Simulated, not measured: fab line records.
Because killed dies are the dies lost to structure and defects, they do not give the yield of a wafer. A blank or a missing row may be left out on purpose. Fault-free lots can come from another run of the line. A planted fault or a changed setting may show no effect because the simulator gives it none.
Chamber matching | flow n5-finfet | 4 sister chambers for N5_BEOL_M4_VIA_ETCH_34 on rie-diel-02
The step etches the open film in C4F6/O2, target depth 69.4 nm, time 65.9 s. 16 wafers are shown with their chamber, then 8 later ones without.

== WAFERS PAIRED WITH THEIR CHAMBERS ==
wafer  | chamber | throttle-valve-pct (%) | rf-vpp-V (V) | showerhead-plenum-p-Torr (Torr)
L075.3 | 3       | 30.73                  | 676          | 2.89
L075.4 | 2       | 30.91                  | 675          | 3.01
L075.6 | 0       | 30.30                  | 671          | 2.69
L078.2 | 1       | 30.77                  | 660          | 2.72
L078.4 | 0       | 30.33                  | 672          | 2.69
L078.5 | 1       | 30.76                  | 661          | 2.72
L081.1 | 3       | 30.76                  | 674          | 2.88
L081.3 | 0       | 30.34                  | 671          | 2.68
L081.6 | 0       | 30.32                  | 670          | 2.69
L083.1 | 2       | 30.93                  | 673          | 3.01
L083.4 | 3       | 30.74                  | 676          | 2.88
L083.5 | 1       | 30.78                  | 661          | 2.72
L084.2 | 2       | 30.94                  | 674          | 3.01
L084.4 | 3       | 30.76                  | 674          | 2.88
L084.6 | 2       | 30.93                  | 675          | 3.01
L090.3 | 0       | 30.18                  | 681          | 3.02

SIGNATURES (averages over the wafers above)
reading                  | chamber 0 | chamber 1 | chamber 2 | chamber 3 | scatter within a chamber
throttle-valve-pct       | 30.2940   | 30.7700   | 30.9275   | 30.7475   | 0.0392
rf-vpp-V                 | 673.00    | 660.67    | 674.25    | 675.00    | 2.73
showerhead-plenum-p-Torr | 2.7540    | 2.7200    | 3.0100    | 2.8825    | 0.0859
Rule: a wafer's distance from a chamber is the root of the sum, over the readings, of the square of ((its reading less the chamber's mean) divided by the reading's scatter). The wafer belongs to the nearest chamber; if the next one is less than 2 further off, it can't be placed. How the scatter is found: for the shown wafers, subtract from each reading the mean of its chamber, square and add these, divide the total by (wafers less chambers), then take the root.

== WAFERS WITHOUT THEIR CHAMBER ==
wafer  | throttle-valve-pct (%) | rf-vpp-V (V) | showerhead-plenum-p-Torr (Torr)
L090.4 | 30.95                  | 673          | 3.00
L090.5 | 30.94                  | 673          | 3.00
L094.1 | 30.97                  | 672          | 3.00
L094.2 | 30.83                  | 660          | 2.70
L094.3 | 30.18                  | 680          | 3.01
L096.3 | 30.19                  | 682          | 3.01
L096.4 | 30.97                  | 674          | 2.99
L096.5 | 30.79                  | 674          | 2.86

== CHAMBER TAKEN BY EACH ==
wafer  | from the rows above | in truth
L090.4 | 2                   | 2
L090.5 | 2                   | 2
L094.1 | 2                   | 2
L094.2 | 1                   | 1
L094.3 | 0                   | 0
L096.3 | 0                   | 0
L096.4 | 2                   | 2
L096.5 | 3                   | 3
Correctly placed: 8 of 8. From these rows, 0 cannot be placed. Number placed wrongly: 0.
